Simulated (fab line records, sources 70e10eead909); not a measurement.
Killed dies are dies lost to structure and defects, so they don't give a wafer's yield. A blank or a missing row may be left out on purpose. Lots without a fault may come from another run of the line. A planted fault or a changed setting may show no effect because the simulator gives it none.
Tool commonality check | flow nand_harc | 13 lots, 39 wafers sampled

WHY IT WAS OPENED
At NHARC_A_ONON_D1_THK_MEAS_24 the reading thk_nm is flagged on 2 of 13 lots. Wafers without a fault read 1002 nm, standard deviation 9.4.
Rule: a lot is flagged when every wafer of it that has a number lies more than 4 standard deviations from that mean, or none has a number. The other lots count as sound.

lot  | measured     | on            | thk_nm (nm), wafer by wafer | flag
L414 | day 8 10:10  | film_metro-02 | 996 997 996                 |
L415 | day 8 15:15  | film_metro-02 | 994 992 994                 |
L416 | day 8 23:25  | film_metro-01 | 982 983 984                 |
L417 | day 8 23:26  | film_metro-02 | 1013 1011 1013              |
L418 | day 9 03:18  | film_metro-01 | 1007 1007 1006              |
L419 | day 9 03:19  | film_metro-02 | 1007 1008 1007              |
L421 | day 9 15:39  | film_metro-02 | 1025 1023 1022              |
L422 | day 10 12:05 | film_metro-02 | 700 702 701                 | FLAGGED
L424 | day 10 16:10 | film_metro-02 | 703 700 701                 | FLAGGED
L433 | day 12 19:31 | film_metro-02 | 1008 1009 1007              |
L435 | day 13 13:26 | film_metro-02 | 1012 1011 1011              |
L434 | day 13 13:26 | film_metro-01 | 992 995 995                 |
L436 | day 14 02:55 | film_metro-02 | 996 995 993                 |
The numbers of the flagged lots are 701 nm on average: -301 nm against the usual, or -32 standard deviations.

WHICH TOOL RAN EACH LOT
The record holds 2 process steps before the reading, out of a route of 1159 steps. In each cell: the tool, then ch and the chambers that the sampled wafers went through, then the start.
lot  | flag    | NHARC_P_BONDPAD_STRIP_15           | NHARC_A_ONON_D1_DEP_22
L414 |         | rie_diel-13 ch 1,2,3, day 6 23:11  | pecvd_onon-03 ch 0, day 8 09:41
L415 |         | rie_diel-06 ch 0,1, day 7 03:06    | pecvd_onon-01 ch 0, day 8 14:47
L416 |         | rie_diel-08 ch 0,2,3, day 7 08:56  | pecvd_onon-01 ch 0, day 8 22:58
L417 |         | rie_diel-08 ch 0,2, day 7 12:04    | pecvd_onon-02 ch 0, day 8 22:59
L418 |         | rie_diel-08 ch 1,3, day 7 14:59    | pecvd_onon-02 ch 0, day 9 02:54
L419 |         | rie_diel-13 ch 0,1,2, day 7 14:45  | pecvd_onon-03 ch 0, day 9 02:52
L421 |         | rie_diel-08 ch 2,3, day 8 05:10    | pecvd_onon-02 ch 0, day 9 15:12
L422 | FLAGGED | rie_diel-13 ch 0,2,3, day 8 19:55  | pecvd_onon-02 ch 0, day 10 11:35
L424 | FLAGGED | rie_diel-08 ch 0,1,3, day 9 03:08  | pecvd_onon-02 ch 0, day 10 15:42
L433 |         | rie_diel-08 ch 1,3, day 11 04:58   | pecvd_onon-03 ch 0, day 12 19:07
L435 |         | rie_diel-13 ch 1,2, day 12 01:51   | pecvd_onon-01 ch 0, day 13 13:02
L434 |         | rie_diel-08 ch 0,2,3, day 11 23:19 | pecvd_onon-03 ch 0, day 13 12:55
L436 |         | rie_diel-08 ch 0,1, day 12 14:01   | pecvd_onon-02 ch 0, day 14 02:27
What these steps do:
- NHARC_P_BONDPAD_STRIP_15: strips in O2.
- NHARC_A_ONON_D1_DEP_22: target thk 1000 nm.
- NHARC_A_ONON_D1_THK_MEAS_24: measures by ellipsometry.

FLAGGED OVER TOTAL, TOOL BY TOOL (the gauges that took the reading come last)
step                        | tool          | lots run | flagged | share of the flagged lots | sound lots run after its first flagged lot
NHARC_P_BONDPAD_STRIP_15    | rie_diel-06   | 1        | 0       | none                      | -
NHARC_P_BONDPAD_STRIP_15    | rie_diel-08   | 8        | 1       | some                      | 3 (L433,L434,L436)
NHARC_P_BONDPAD_STRIP_15    | rie_diel-13   | 4        | 1       | some                      | 1 (L435)
NHARC_A_ONON_D1_DEP_22      | pecvd_onon-01 | 3        | 0       | none                      | -
NHARC_A_ONON_D1_DEP_22      | pecvd_onon-02 | 6        | 2       | all                       | 1 (L436)
NHARC_A_ONON_D1_DEP_22      | pecvd_onon-03 | 4        | 0       | none                      | -
NHARC_A_ONON_D1_THK_MEAS_24 | film_metro-01 | 3        | 0       | none                      | -
NHARC_A_ONON_D1_THK_MEAS_24 | film_metro-02 | 10       | 2       | all                       | 3 (L433,L435,L436)

WHAT THE TABLE ALLOWS
2 rows of the table ran every flagged lot: pecvd_onon-02 at NHARC_A_ONON_D1_DEP_22, film_metro-02 at NHARC_A_ONON_D1_THK_MEAS_24.
- pecvd_onon-02 at NHARC_A_ONON_D1_DEP_22: 2 of its 6 lots flagged. Sound lots ran on it after the first flagged one (L436), which a lasting fault on the whole tool wouldn't allow.
- film_metro-02 at NHARC_A_ONON_D1_THK_MEAS_24: 2 of its 10 lots flagged. Sound lots ran on it after the first flagged one (L433, L435, L436), which a lasting fault on the whole tool wouldn't allow.
No row of the table ran every flagged lot and no sound lot after the first.

WHAT THE SIMULATOR HAD PUT IN
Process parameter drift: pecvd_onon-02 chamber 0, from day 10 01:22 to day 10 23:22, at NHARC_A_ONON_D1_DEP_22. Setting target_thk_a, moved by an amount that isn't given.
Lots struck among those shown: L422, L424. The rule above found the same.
